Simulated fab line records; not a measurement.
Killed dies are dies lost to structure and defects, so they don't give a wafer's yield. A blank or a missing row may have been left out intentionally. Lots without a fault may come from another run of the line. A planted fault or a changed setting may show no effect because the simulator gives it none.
Split-lot trial / flow n5Finfet / 21 wafers read from 7 lots, route of 1938 steps

== THE SPLIT ==
At N5_BEOL_M12_CMP_49 (polishes, stops on SiOC, t overpolish 20.6 s, target thk 320 nm), the setting downForcePsi was moved away from the recipe's 1 psi on 4 of the 21 wafers read, by +10.5% to +17.6%. This setting was run at the recipe's value on the other wafers.

The split's own step is where the reading is taken.

== THE READING ==
barrierFieldEndpointS, in s, at N5_BEOL_M12_CMP_49 (polishes, stops on SiOC, t overpolish 20.6 s, target thk 320 nm). A value of 30.2 s with a standard deviation of 0.91 s is what fault-free wafers of this fab line usually give.

wafer=L081.1; tool, chamber at the split=cmp-02, 3; downForcePsi as run, psi=1.105; against the recipe=+10.5%; barrierFieldEndpointS, s=26.6; against lot-mates on the recipe=-2.6
wafer=L081.6; tool, chamber at the split=cmp-02, 1; downForcePsi as run, psi=1; against the recipe=recipe; barrierFieldEndpointS, s=29.2; against lot-mates on the recipe=-
wafer=L081.5; tool, chamber at the split=cmp-02, 2; downForcePsi as run, psi=1; against the recipe=recipe; barrierFieldEndpointS, s=29.2; against lot-mates on the recipe=-
wafer=L079.4; tool, chamber at the split=cmp-01, 3; downForcePsi as run, psi=1; against the recipe=recipe; barrierFieldEndpointS, s=31.0; against lot-mates on the recipe=-
wafer=L079.3; tool, chamber at the split=cmp-01, 0; downForcePsi as run, psi=1; against the recipe=recipe; barrierFieldEndpointS, s=29.9; against lot-mates on the recipe=-
wafer=L079.1; tool, chamber at the split=cmp-01, 2; downForcePsi as run, psi=1; against the recipe=recipe; barrierFieldEndpointS, s=31.4; against lot-mates on the recipe=-
wafer=L080.2; tool, chamber at the split=cmp-02, 0; downForcePsi as run, psi=1; against the recipe=recipe; barrierFieldEndpointS, s=30.9; against lot-mates on the recipe=-
wafer=L080.5; tool, chamber at the split=cmp-02, 1; downForcePsi as run, psi=1; against the recipe=recipe; barrierFieldEndpointS, s=30.5; against lot-mates on the recipe=-
wafer=L080.6; tool, chamber at the split=cmp-02, 2; downForcePsi as run, psi=1; against the recipe=recipe; barrierFieldEndpointS, s=31.4; against lot-mates on the recipe=-
wafer=L077.3; tool, chamber at the split=cmp-01, 1; downForcePsi as run, psi=1; against the recipe=recipe; barrierFieldEndpointS, s=30.5; against lot-mates on the recipe=-
wafer=L077.5; tool, chamber at the split=cmp-01, 1; downForcePsi as run, psi=1; against the recipe=recipe; barrierFieldEndpointS, s=31.2; against lot-mates on the recipe=-
wafer=L077.6; tool, chamber at the split=cmp-01, 2; downForcePsi as run, psi=1; against the recipe=recipe; barrierFieldEndpointS, s=31.6; against lot-mates on the recipe=-
wafer=L085.2; tool, chamber at the split=cmp-01, 2; downForcePsi as run, psi=1; against the recipe=recipe; barrierFieldEndpointS, s=31.2; against lot-mates on the recipe=-
wafer=L085.1; tool, chamber at the split=cmp-01, 3; downForcePsi as run, psi=1.122; against the recipe=+12.2%; barrierFieldEndpointS, s=27.5; against lot-mates on the recipe=-3.4
wafer=L085.5; tool, chamber at the split=cmp-01, 3; downForcePsi as run, psi=1; against the recipe=recipe; barrierFieldEndpointS, s=30.5; against lot-mates on the recipe=-
wafer=L086.1; tool, chamber at the split=cmp-02, 2; downForcePsi as run, psi=1; against the recipe=recipe; barrierFieldEndpointS, s=29.8; against lot-mates on the recipe=-
wafer=L086.6; tool, chamber at the split=cmp-02, 1; downForcePsi as run, psi=1.176; against the recipe=+17.6%; barrierFieldEndpointS, s=24.9; against lot-mates on the recipe=-5.2
wafer=L086.5; tool, chamber at the split=cmp-02, 2; downForcePsi as run, psi=1; against the recipe=recipe; barrierFieldEndpointS, s=30.4; against lot-mates on the recipe=-
wafer=L088.2; tool, chamber at the split=cmp-02, 3; downForcePsi as run, psi=1; against the recipe=recipe; barrierFieldEndpointS, s=29.1; against lot-mates on the recipe=-
wafer=L088.1; tool, chamber at the split=cmp-02, 0; downForcePsi as run, psi=1; against the recipe=recipe; barrierFieldEndpointS, s=30.8; against lot-mates on the recipe=-
wafer=L088.5; tool, chamber at the split=cmp-02, 3; downForcePsi as run, psi=1.121; against the recipe=+12.1%; barrierFieldEndpointS, s=25.6; against lot-mates on the recipe=-4.4

FIT RESULTS
A straight line over all 21 wafers: barrierFieldEndpointS changes by -0.329 s for each +1% of downForcePsi; r = -0.91; the points scatter about the line by 0.81 s.
The same after taking each lot's own level away (the mean of its wafers on the recipe; 21 wafers): -0.297 s for each +1%; r = -0.95; scatter 0.51 s.
Per that fit: largest downForcePsi move, reading shift of 5.2 s.
Measured against the standard deviation above, the lots' own levels, which go from 29.20 to 31.10 s, span 2.1 times it.
So the slope is not independent of the lot-to-lot level: the two fits are not the same.
Check: -5.25 s against its lot-mates is what the line predicts for one of the wafers moved furthest among these (+17.6%) when that wafer is left out of the fit. It came out at -5.2 s against them.
Tool readings at the split's step, against how far the setting was moved: barrierFieldEndpointS r = -0.91.

== THE OTHER SPLITS THESE WAFERS WENT THROUGH ==
Before the reading, these wafers also passed through other splits. Each is held against what the fit with the lots' levels taken away leaves over:
other split on the same wafers=N5_BEOL_M11_COAT_63 spinRpm; wafers away from the commonest value=9; r with barrierFieldEndpointS (lot level and that fit taken away)=+0.01
other split on the same wafers=N5_BEOL_M11_CURE_72 timeS; wafers away from the commonest value=7; r with barrierFieldEndpointS (lot level and that fit taken away)=-0.01
other split on the same wafers=N5_BEOL_M11_ALD_74 aldCycles; wafers away from the commonest value=8; r with barrierFieldEndpointS (lot level and that fit taken away)=-0.17

== THE FILE'S OWN FIT ==
barrierFieldEndpointS changes by -0.296 s for each +1% of downForcePsi, r = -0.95.
